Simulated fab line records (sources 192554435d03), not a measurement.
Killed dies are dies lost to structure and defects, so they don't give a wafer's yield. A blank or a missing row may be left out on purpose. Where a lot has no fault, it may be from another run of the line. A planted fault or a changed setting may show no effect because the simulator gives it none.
Matching of chambers -- flow n5Finfet -- N5_BEOL_M0_CUTY_ETCH_63 on rieDiel-05: 4 sister chambers
The step etches SOC in N2/H2, target depth 82.7 nm, overetch 16.5 nm, time 124 s. 4 wafers are shown with their chamber, then 7 later ones without.

## WAFERS, EACH WITH ITS CHAMBER
wafer,chamber,showerheadPlenumPTorr (Torr)
L081.4,1,2.52
L087.2,0,2.43
L091.1,3,2.37
L091.4,2,2.57

## WAFERS WHOSE CHAMBER IS MISSING
wafer,showerheadPlenumPTorr (Torr)
L091.5,2.52
L092.1,2.36
L092.3,2.57
L092.5,2.57
L093.3,2.51
L093.4,2.42
L093.6,2.51

## THE CHAMBER EACH PASSED THROUGH
wafer,from the rows above,in truth
L091.5,1,1
L092.1,3,3
L092.3,2,2
L092.5,2,2
L093.3,1,1
L093.4,0,0
L093.6,1,1
Correctly placed: 7 of 7. Left unplaced by these rows: 0. Wrongly placed: 0.
How it was worked out, from the rows above alone: a wafer's distance from a chamber is the root of the sum, over the readings, of the square of ((its reading less the chamber's mean) divided by the reading's scatter). If the next closest chamber is less than 2 further off than the closest, the wafer can't be placed; otherwise it belongs to the closest. Each chamber's mean is taken over the wafers shown for it. The scatter: root of mean squared gap, hidden wafer to nearest shown wafer, with one shown wafer a chamber.
